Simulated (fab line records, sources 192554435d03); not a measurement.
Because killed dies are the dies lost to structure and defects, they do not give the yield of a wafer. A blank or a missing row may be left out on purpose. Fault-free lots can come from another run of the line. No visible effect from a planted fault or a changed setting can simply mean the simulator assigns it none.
Chamber matching ; flow n5 finfet ; rie diel-02 running N5_FIN_SAQP_ETCH_34: 4 sister chambers
The step etches SiO2 in C4F6/O2, target depth 45 nm, time 15 s. 4 wafers are shown with their chamber, then 7 later ones without.

== WAFERS WITH THEIR CHAMBER ==
wafer;chamber;drypump motor current A (A)
L082.2;0;5.9
L084.6;2;6.7
L087.3;3;5.4
L087.5;1;5.8

== WAFERS WITH NO CHAMBER GIVEN ==
wafer;drypump motor current A (A)
L087.6;6.7
L091.2;5.4
L091.3;5.8
L091.6;6.8
L094.1;5.4
L094.2;5.9
L094.4;5.8

== THE CHAMBER EACH PASSED THROUGH ==
wafer;from the rows above;in truth
L087.6;2;2
L091.2;3;3
L091.3;1;1
L091.6;2;2
L094.1;3;3
L094.2;0;0
L094.4;1;1
Placed correctly: 7 of 7. From these rows, 0 cannot be placed. Wrongly placed: 0.
How it was worked out, from the rows above alone: a wafer's distance from a chamber is the root of the sum, over the readings, of the square of ((its reading less the chamber's mean) divided by the reading's scatter). If the next closest chamber is less than 2 further off than the closest, the wafer can't be placed; otherwise it belongs to the closest. Each chamber's mean is taken over the wafers shown for it. The scatter (one wafer shown for each chamber): square how far every hidden wafer sits from the nearest shown wafer, average those squares and take the square root.
